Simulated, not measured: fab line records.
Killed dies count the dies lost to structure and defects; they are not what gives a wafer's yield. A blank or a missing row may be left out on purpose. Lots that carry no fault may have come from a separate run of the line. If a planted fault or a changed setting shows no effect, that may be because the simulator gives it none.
Which tool did it?	flow n5 finfet	10 lots with 30 wafers sampled at 6 steps, on a route of 1938 steps

== WHAT EACH GAUGE READ, for each wafer ==
N5_BEOL_M9_INSPECT_58: inspects for defects (darkfield).
lot	measured	on	raw defect count
L623	day 9 20:20	defect inspect-02	65 77 70
L625	day 10 21:27	defect inspect-01	64 75 86
L627	day 11 01:05	defect inspect-01	58 44 44
L630	day 11 18:21	defect inspect-02	87 66 96
L632	day 12 02:37	defect inspect-01	56 70 77
L640	day 14 15:14	defect inspect-02	60 59 124
L642	day 15 03:09	defect inspect-01	79 94 89
L645	day 15 12:02	defect inspect-02	43 75 61
L644	day 15 12:43	defect inspect-02	94 84 89
L646	day 15 19:08	defect inspect-01	71 80 53

N5_BEOL_M10_INSPECT_13: inspects for defects (brightfield).
lot	measured	on	raw defect count
L623	day 9 22:52	defect inspect-01	322 409 311
L625	day 11 00:31	defect inspect-02	467 556 482
L627	day 11 04:27	defect inspect-02	539 490 356
L630	day 11 21:06	defect inspect-02	938 980 1152
L632	day 12 05:05	defect inspect-01	1006 1126 1100
L640	day 14 17:28	defect inspect-02	411 368 527
L642	day 15 04:42	defect inspect-02	415 329 430
L645	day 15 14:05	defect inspect-01	383 334 432
L644	day 15 14:07	defect inspect-01	436 471 545
L646	day 15 21:17	defect inspect-02	453 532 383

N5_BEOL_M10_INSPECT_30: inspects for defects (brightfield).
lot	measured	on	raw defect count
L623	day 9 23:50	defect inspect-01	315 411 335
L625	day 11 01:32	defect inspect-02	436 546 501
L627	day 11 06:35	defect inspect-01	493 455 304
L630	day 12 00:08	defect inspect-01	928 948 1116
L632	day 12 06:40	defect inspect-01	1023 1109 1114
L640	day 14 18:25	defect inspect-01	375 320 496
L642	day 15 07:08	defect inspect-01	407 306 373
L645	day 15 16:32	defect inspect-02	414 384 474
L644	day 15 16:22	defect inspect-01	442 472 552
L646	day 15 22:15	defect inspect-01	393 506 335

== TOOL THAT RAN EACH LOT (tool first, then ch and the chambers of the sampled wafers, then the start) ==
lot	N5_BEOL_M9_SPUTTER_48	N5_BEOL_M10_ILD_DEP_00	N5_BEOL_M10_ETCH_62
L623	pvd sputter-02, day 9 19:19	pecvd-02 ch 0,1,2, day 9 20:23	rie diel-05 ch 1,2,3, day 9 22:59
L625	pvd sputter-03, day 10 20:04	pecvd-03 ch 0,1, day 10 21:29	rie diel-01 ch 0,1,3, day 11 00:41
L627	pvd sputter-03, day 11 00:04	pecvd-02 ch 0,1,2, day 11 01:07	rie diel-01 ch 0,1, day 11 04:34
L630	pvd sputter-02, day 11 17:22	pecvd-04 ch 0,2, day 11 18:23	rie diel-06 ch 0,3, day 11 21:17
L632	pvd sputter-03, day 12 01:22	pecvd-04 ch 0,1,2, day 12 02:40	rie diel-05 ch 1,3, day 12 05:14
L640	pvd sputter-03, day 14 14:05	pecvd-02 ch 0,1,2, day 14 15:17	rie diel-06 ch 0,1,2, day 14 17:35
L642	pvd sputter-01, day 15 02:10	pecvd-03 ch 1,2, day 15 03:11	rie diel-06 ch 1,2, day 15 04:49
L645	pvd sputter-03, day 15 11:02	pecvd-02 ch 0,1,2, day 15 12:07	rie diel-06 ch 1,2, day 15 14:12
L644	pvd sputter-03, day 15 11:41	pecvd-04 ch 0,1,2, day 15 12:46	rie diel-05 ch 0,2,3, day 15 14:14
L646	pvd sputter-01, day 15 18:09	pecvd-04 ch 1,2, day 15 19:10	rie diel-05 ch 0,2,3, day 15 21:25
- N5_BEOL_M9_SPUTTER_48: material Cu, target thk 12 nm, time 2 s.
- N5_BEOL_M10_ILD_DEP_00: deposits SiCOH lowk from DEMS/porogen, target thk 308.51 nm, time 58 s.
- N5_BEOL_M10_ETCH_62: etches SOC in N2/H2, target depth 110 nm, overetch 22 nm, time 165 s.

== AS READ BY THE TOOLS THEMSELVES (means over the sampled wafers that have a number; for cases with no such wafer, the mark the record gives instead) ==
N5_BEOL_M9_SPUTTER_48.
lot	tool	chamber pressure pa (Pa)	throttle valve pct (%)
L623	pvd sputter-02	0.12973	30.8
L625	pvd sputter-03	0.13005	28.6
L627	pvd sputter-03	0.12995	28.6
L630	pvd sputter-02	0.12995	31.0
L632	pvd sputter-03	0.13012	29.3
L640	pvd sputter-03	0.12967	28.5
L642	pvd sputter-01	0.12977	29.2
L645	pvd sputter-03	0.12998	30.1
L644	pvd sputter-03	0.13010	29.3
L646	pvd sputter-01	0.12978	29.3

N5_BEOL_M10_ILD_DEP_00.
lot	tool	chamber pressure Torr (Torr)	heater power w (W)	showerhead plenum p Torr (Torr)	throttle valve pct (%)
L623	pecvd-02	4.992	316	5.751	14.0
L625	pecvd-03	4.998	359	5.762	14.5
L627	pecvd-02	5.006	317	5.742	13.9
L630	pecvd-04	5.003	317	5.730	13.7
L632	pecvd-04	5.003	323	5.737	13.7
L640	pecvd-02	4.997	338	5.747	14.0
L642	pecvd-03	5.002	319	5.740	13.7
L645	pecvd-02	4.997	319	5.744	13.8
L644	pecvd-04	4.999	339	5.729	13.7
L646	pecvd-04	4.998	321	5.749	13.2

N5_BEOL_M10_ETCH_62.
lot	tool	chamber pressure mTorr (mTorr)	drypump motor current A (A)	oes product au (a.u.)	rf vpp V (V)	showerhead plenum p Torr (Torr)	throttle valve pct (%)
L623	rie diel-05	29.994	5.5	0.65	526.8	2.66	17.88
L625	rie diel-01	29.985	5.4	0.68	523.0	2.51	17.88
L627	rie diel-01	30.021	5.6	0.73	521.8	2.47	17.71
L630	rie diel-06	29.998	5.2	0.66	522.0	2.49	17.89
L632	rie diel-05	30.003	5.7	0.67	527.9	2.67	17.70
L640	rie diel-06	30.020	5.6	0.68	523.8	2.52	17.69
L642	rie diel-06	29.971	5.7	0.66	524.5	2.53	17.61
L645	rie diel-06	30.017	5.7	0.65	523.7	2.53	17.62
L644	rie diel-05	30.007	5.8	0.73	525.3	2.58	17.66
L646	rie diel-05	30.006	5.8	0.73	525.4	2.58	17.66

== THE ANSWER, worked out from the rows above alone ==
Rule: usual is defined by the lots themselves. The widest of any qualifying gaps counts: lots, ordered by their means at a reading, are off when they make up no more than a third of the lots, leave a main group of 4 or more, and stand apart from it by 3 or more times the standard deviation of that group's means. A main group is skipped when, at the precision printed for the reading in the tables above, its means are all equal. A lot without any number at a reading at which 4 lots or more have one is off too. Any other lot the step has rows for is counted as sound. The gauges are gone through in route order, then the tools' own readings, and for those a lot's mean is taken as printed above. At the first step where some lot is off, the reading lying furthest off is the one used; lots without a number count as furthest.
Off at N5_BEOL_M10_INSPECT_13 (raw defect count): L630, L632. The main group: mean 433, standard deviation 50.
If a tool, at a process step before that reading, ran all the lots that are off and no sound lot after the first of them, it fits. The gauges at N5_BEOL_M10_INSPECT_13 are tried like those tools. Not one of the candidates tried fits.

== WHAT THE SIMULATOR HAD INSERTED ==
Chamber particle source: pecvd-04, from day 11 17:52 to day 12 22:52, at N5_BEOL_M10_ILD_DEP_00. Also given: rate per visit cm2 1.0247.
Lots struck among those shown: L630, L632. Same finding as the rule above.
